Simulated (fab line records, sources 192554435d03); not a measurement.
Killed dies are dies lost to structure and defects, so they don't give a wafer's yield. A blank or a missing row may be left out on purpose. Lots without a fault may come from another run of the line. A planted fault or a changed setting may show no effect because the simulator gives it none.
A struck lot beside a sound one | flow n5_finfet | 26 steps out of a route of 1938
Sound: wafers L853.2, L853.3, L853.6. Struck: wafers L859.2, L859.4, L859.5. The cause comes at the end.
At each step with rows: each side's tool, then ch and its chambers, then its first start. Under that, the readings that differ: sound wafers | struck wafers | difference of the means | sigmas: that difference in standard deviations of wafers without a fault.
alike: readings whose means differ by less than 2 such deviations, and words and numbers that are the same on both sides. not compared: withheld readings, readings that some wafer has no value for, bounds like >300 that may hide the same value, and numbers for which the record gives no deviation and whose values overlap.
The two part at a step that has a row with sigmas, a row that says differs or no value, or rows on one side only. Numbers that don't overlap but have no deviation are shown without sigmas and don't part them. A reading that every wafer of one side lacks parts them only if that side has two wafers or more.

first, 4 steps without rows for these wafers: N5_WELL_APT_DESCUM_30 (chemistry O2, time 7.9 s); N5_WELL_APT_IMPLANT_31; N5_WELL_APT_IMPLANT_32; N5_WELL_APT_STRIP_33 (strips in SPM, time 900 s).
N5_WELL_APT_RTA_34: time 10 s.
  sound on rtp_anneal-02 ch 0, day 4 23:59; struck on rtp_anneal-02 ch 0, day 6 09:56
  alike: anneal_temp_c_max, lamp_power_pct, lamp_zone_1_pct, lamp_zone_5_pct, wafer_temp_C_max
then, 4 steps without rows for these wafers: N5_WELL_APT_OXIDE_STRIP_42 (strips SiO2 in dHF, time 45 s, target depth 12 nm); N5_WELL_APT_PRECLEAN_36 (cleans in O3/DIW, time 45 s); N5_WELL_APT_PRECLEAN_39 (cleans in dHF, time 60 s); N5_WELL_APT_SRD_37 (time 30 s).
N5_WELL_APT_EPI_41: deposits Si from SiH4/H2, target thk 50 nm, time 297.7 s.
  sound on epi_rpcvd-03 ch 0, day 5 00:22; struck on epi_rpcvd-01 ch 0, day 6 10:15
  alike: throttle_valve_pct
N5_WELL_APT_INSPECT_38: inspects for defects (darkfield).
  sound on defect_inspect-01, day 5 01:18; struck on defect_inspect-02, day 6 10:48
  alike: raw_defect_count
N5_PMOS_HMC_CHANNEL_EPI_HM_DEP_34: deposits SiO2 from TEOS/O2, target thk 36 nm, time 6.9 s.
  sound on pecvd-02 ch 0,1,2, day 5 01:20; struck on pecvd-01 ch 0,1,2, day 6 10:50
  alike: heater_power_w, showerhead_plenum_p_Torr, throttle_valve_pct
N5_PMOS_HMC_CHANNEL_EPI_COAT_31: time 60 s, resist thk 66 nm.
  sound on litho_track-03 ch 0, day 5 01:24; struck on litho_track-03 ch 0, day 6 10:53
  reading                                                | sound                | struck               | difference | sigmas
  spin_speed_rpm (rpm)                                   | 1499.5 1500.0 1500.3 | 1446.2 1447.4 1446.4 | -53.3      | -59
  model.BARC_of_PMOS_HMC_CHANNEL_EPI_COAT_31.thk_nm (nm) | 66.06 65.92 66.03    | 67.01 67.17 67.07    | +1.08      |
then, 6 steps without rows for these wafers: N5_PMOS_HMC_CHANNEL_EPI_COAT_03 (resist thk 205 nm); N5_PMOS_HMC_CHANNEL_EPI_EBR_05; N5_PMOS_HMC_CHANNEL_EPI_SOFTBAKE_04 (time 60 s); N5_PMOS_HMC_CHANNEL_EPI_EXPOSE_06 (exposes mask PMOS HMC BLK, target cd 240 nm); N5_PMOS_HMC_CHANNEL_EPI_PEB_07 (peb time 60 s); N5_PMOS_HMC_CHANNEL_EPI_DEVELOP_08 (develop time 30 s).
N5_PMOS_HMC_CHANNEL_EPI_CD_MEAS_09: target cd 237.4 nm.
  sound on cd_sem-02 ch 0, day 5 01:37; struck on cd_sem-02 ch 0, day 6 11:07
  alike: cd_nm
N5_PMOS_HMC_CHANNEL_EPI_OVL_MEAS_10:
  sound on overlay-02 ch 0, day 5 01:39; struck on overlay-02 ch 0, day 6 11:09
  alike: PMOS_HMC_BLK_OVL
N5_PMOS_HMC_CHANNEL_EPI_INSPECT_11: inspects for defects (macro).
  sound on defect_inspect-02, day 5 01:41; struck on defect_inspect-01, day 6 11:10
  alike: raw_defect_count
N5_PMOS_HMC_CHANNEL_EPI_DESCUM_14: chemistry O2, time 7.9 s.
  sound on rie_diel-06 ch 1,2, day 5 01:46; struck on rie_diel-06 ch 0,2, day 6 11:14
  reading               | sound          | struck         | difference | sigmas
  oes_product_au (a.u.) | 0.90 0.73 0.90 | 0.73 0.71 0.70 | -0.13      | -2
  alike: drypump_motor_current_A, o2_flow_sccm, rf_vpp_V, showerhead_plenum_p_Torr, temp_c, throttle_valve_pct
  not compared: rf_hours_counter_h
N5_PMOS_HMC_CHANNEL_EPI_ETCH_32: etches BARC in N2/H2, stops on SiO2, target depth 85.8 nm, time 50.3 s.
  sound on rie_diel-06 ch 1,2, day 5 01:48; struck on rie_diel-06 ch 0,2, day 6 11:16
  reading                  | sound             | struck            | difference | sigmas
  oes_product_au (a.u.)    | 0.77 0.63 0.78    | 0.63 0.61 0.61    | -0.11      | -2
  model.etch.depth_nm (nm) | 66.06 65.92 66.03 | 67.01 67.17 67.07 | +1.08      |
  alike: bias_w, drypump_motor_current_A, rf_vpp_V, showerhead_plenum_p_Torr, throttle_valve_pct
  not compared: rf_hours_counter_h
N5_PMOS_HMC_CHANNEL_EPI_HM_OPEN_15: chemistry CHF3/O2, target SiO2, target depth 40.6 nm, time 20.3 s.
  sound on rie_diel-06 ch 1,2, day 5 01:50; struck on rie_diel-06 ch 0,2, day 6 11:19
  reading               | sound          | struck         | difference | sigmas
  oes_product_au (a.u.) | 0.91 0.73 0.91 | 0.71 0.69 0.69 | -0.15      | -2
  alike: bias_w, drypump_motor_current_A, rf_vpp_V, showerhead_plenum_p_Torr, throttle_valve_pct
  not compared: rf_hours_counter_h
N5_PASSIVATION_PROBE_49:
  the record has rows for the sound wafers here (prober-01, day 16 09:30) and none for the struck ones

WHERE THEY PART
First at N5_PMOS_HMC_CHANNEL_EPI_COAT_31; last, within this record, at N5_PASSIVATION_PROBE_49.

WHY: what the simulator had put in
Process parameter drift: litho_track-03, from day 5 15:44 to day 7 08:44, at N5_PMOS_HMC_CHANNEL_EPI_COAT_31. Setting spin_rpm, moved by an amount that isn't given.
